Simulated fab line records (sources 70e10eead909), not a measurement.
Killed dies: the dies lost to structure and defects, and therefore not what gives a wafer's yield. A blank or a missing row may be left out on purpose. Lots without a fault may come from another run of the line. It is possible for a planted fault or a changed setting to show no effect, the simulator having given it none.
Problem report, 8D (eight disciplines) form, completed by code	flow nandHarc	the parts of the form that need people (team, actions taken, sign-off) are left out

== 1. PROBLEM STATEMENT ==
cdNm at NHARC_A_BLC_CD_MEAS_10 reads a mean of 92.2 nm on 9 wafers of 3 lots; wafers without a fault read 100.1 nm with a standard deviation of 0.78. That puts it -10 standard deviations away from the usual mean.
The step: target cd 100 nm.
Seen first at day 19 10:58 on cdSem-01, wafer L204.3. The record holds 33 wafers of 11 lots with a number at this step. Rule for "out" (also "out of limits"): further than 4 standard deviations from the usual mean. Any other wafer with a number is counted as sound.

== 2. WHAT IT IS, WHAT IT ISN'T ==
question	is	is not
which readings at this step	cdNm	-
which lots	L204, L208, L210	L198, L200, L205, L206, L207, L214, L216, L218
which wafers of those lots	all that have a number	-
read on which gauges	cdSem-01, cdSem-02, cdSem-03	-
when	from day 19 10:58	up to then (12 sound wafers); but 12 sound wafers of L207, L214, L216, L218 came after

== 3. SUSPECTS, AND WHAT RULES EACH OUT ==
Counting: a tool at a process step up to the reading stays a suspect if it ran every lot that is out and no sound lot after the first of them.
- the gauge at NHARC_A_BLC_CD_MEAS_10 has been ruled out. 3 gauges (cdSem-01, cdSem-02, cdSem-03) read the wafers that are out.
- lithoTrack-01 at NHARC_A_BLC_PEB_08 (peb time 65 s): kept. All lots that are out passed through it, beginning with L204 at day 19 10:53, and no sound lot followed; its final sound lot before that point was L205 at day 19 09:43. Its own readings are out on those wafers: heaterPowerTotalW, plateTempC.
The count leaves lithoTrack-01 at NHARC_A_BLC_PEB_08.

== 4. THE CAUSE (what the simulator had put in) ==
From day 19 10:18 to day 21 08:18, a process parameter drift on lithoTrack-01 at NHARC_A_BLC_PEB_08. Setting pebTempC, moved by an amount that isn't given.
Only this tool survived the counting.

== 5. THE CHAIN OF EFFECTS, in route order ==
One row per reading whose mean, taken over the struck wafers that have a number, lies over 3 standard deviations from the usual. Only readings whose record carries a usual standard deviation are examined. hours: median over the lots of the time between each lot's start at the first step of this table that gives one and its start at this step. sigmas: the change, counted in usual standard deviations.
hours	step	reading	usual	on struck wafers	change	sigmas
0	NHARC_A_BLC_PEB_08	heaterPowerTotalW	156.6 W	152.0	-4.6	-11
0	NHARC_A_BLC_PEB_08	plateTempC	99.99 C	97.87	-2.12	-18
0	NHARC_A_BLC_CD_MEAS_10	cdNm	100.1 nm	92.2	-7.9	-10
Process steps it contains:
- NHARC_A_BLC_PEB_08: peb time 65 s.
At these later measuring or inspecting steps, every struck wafer for which the step has a row has a number for every such reading, and none has moved that far: NHARC_END_SORT_01.

== 6. HOW IT WOULD HAVE BEEN CAUGHT EARLIER ==
In this record the first reading out of limits at a measuring or inspecting step was taken at day 19 10:58, 1 hour after the fault began at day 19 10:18.
Tool's own readings at NHARC_A_BLC_PEB_08, heaterPowerTotalW, plateTempC: out on all struck wafers the step has rows for; an alarm limit on them would have tripped on the first.
L208, L210, from the lots that are out (3), started NHARC_A_BLC_PEB_08 on lithoTrack-01 later than day 19 10:58. A hold on the tool at that time would have spared those 2.
